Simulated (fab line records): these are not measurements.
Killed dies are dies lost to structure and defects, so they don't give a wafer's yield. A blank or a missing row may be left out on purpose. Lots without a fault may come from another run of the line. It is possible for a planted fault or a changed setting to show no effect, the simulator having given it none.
One fault through the eyes of 3 desks    flow n5-finfet    what lay behind the numbers comes last; until then each desk has only its own

== METROLOGY DESK ==
Means of the sampled wafers that have a number, per lot and without regard to the tool the lot ran on: this is what the gauges read. Any lot whose mean is over 4 standard deviations away from the usual mean is out of limits and marked OUT; that distance is given in the brackets. Only the readings that lie furthest out on some lot appear, 7 of the 11 it has.
Columns: A = DIBL_P at N5_BEOL_M4_RC_MEAS_101, usual 36.5 mV/V; B = IOFF_P at N5_BEOL_M4_RC_MEAS_101, usual 0.22 nA/um; C = ION_N at N5_BEOL_M4_RC_MEAS_101, usual 675 uA/um; D = ION_P at N5_BEOL_M4_RC_MEAS_101, usual 463 uA/um; E = SS_P at N5_BEOL_M4_RC_MEAS_101, usual 73.4 mV/dec; F = VT_N at N5_BEOL_M4_RC_MEAS_101, usual 249 mV; G = VT_P at N5_BEOL_M4_RC_MEAS_101, usual -250 mV
lot   first seen here  A     B     C    D    E     F    G
L462  day 6 22:43      36.3  0.19  664  454  73.3  251  -255
L463  day 7 07:41      35.9  0.22  685  465  73.0  246  -246
L464  day 7 07:52      37.5  0.25  678  466  73.4  246  -247
L466  day 7 12:44      32.7  0.15  654  450  72.2  255  -256
L465  day 7 12:57      35.0  0.19  666  454  73.3  252  -251
L467  day 7 19:25      38.7  0.27  691  475  74.4  246  -247
L470  day 8 23:44      38.0  0.26  687  470  73.2  245  -247
L480  day 10 19:28     39.1  0.21  679  462  74.1  250  -254
L483  day 12 00:20     37.8  0.23  676  461  73.3  248  -251
L485  day 12 02:55     34.3  0.19  659  461  72.3  253  -250
This desk's verdict: no lot among the 10 shows anything out of limits.

== AT THE TOOL OWNER'S DESK: cvd-co-01 ==
Per lot that ran on this tool, the mean of the sampled wafers carrying a number, from the tool's own readings at N5_BEOL_M1_PRE_CLEAN_60 (time 15 s). Any lot whose mean is over 4 standard deviations away from the usual mean is out of limits and marked OUT; that distance is given in the brackets.
Columns: A = heater-power-w at N5_BEOL_M1_PRE_CLEAN_60, usual 94 W
lot   first seen here  A
L463  day 7 07:28      98
L465  day 7 12:43      63
L467  day 7 19:11      75
L470  day 8 23:31      63
This desk's verdict: no lot among the 4 shows anything out of limits.

== THE DEFECT DESK ==
Per lot, the means of the sampled wafers with a number show what the inspections along the route counted. Any lot whose mean is over 4 standard deviations away from the usual mean is out of limits and marked OUT; that distance is given in the brackets.
Columns: A = raw-defect-count at N5_BEOL_M1_INSPECT_59, usual 73
lot   first seen here  A
L462  day 6 22:45      83
L463  day 7 07:43      48
L464  day 7 07:54      74
L466  day 7 12:46      46
L465  day 7 12:58      124
L467  day 7 19:26      85
L470  day 8 23:46      170 (+4.6) OUT
L480  day 10 19:29     63
L483  day 12 00:22     82
L485  day 12 02:56     91
This desk's finding: out of limits on L470; first on L470, day 8 23:46 (raw-defect-count at N5_BEOL_M1_INSPECT_59). Within limits: L462, L463, L464, L466, L465, L467, L480, L483, L485.

== PUT TOGETHER ==
The defect desk could have raised an alarm at day 8 23:46, on L470.
The metrology desk saw nothing out of limits.
The desk of the tool owner found nothing out of limits.
The metrology desk has L470 on record, within its limits.
The tool owner's desk has L470 on record, within its limits.
All the named lots went through N5_BEOL_M1_PRE_CLEAN_60 on cvd-co-01.

== WHAT THE SIMULATOR HAD PUT IN ==
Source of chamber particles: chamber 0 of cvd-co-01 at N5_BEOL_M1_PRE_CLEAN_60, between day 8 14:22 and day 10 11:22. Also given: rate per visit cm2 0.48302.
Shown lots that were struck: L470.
Hours from the fault's start to each desk's first reading out of limits: the defect desk, 9.
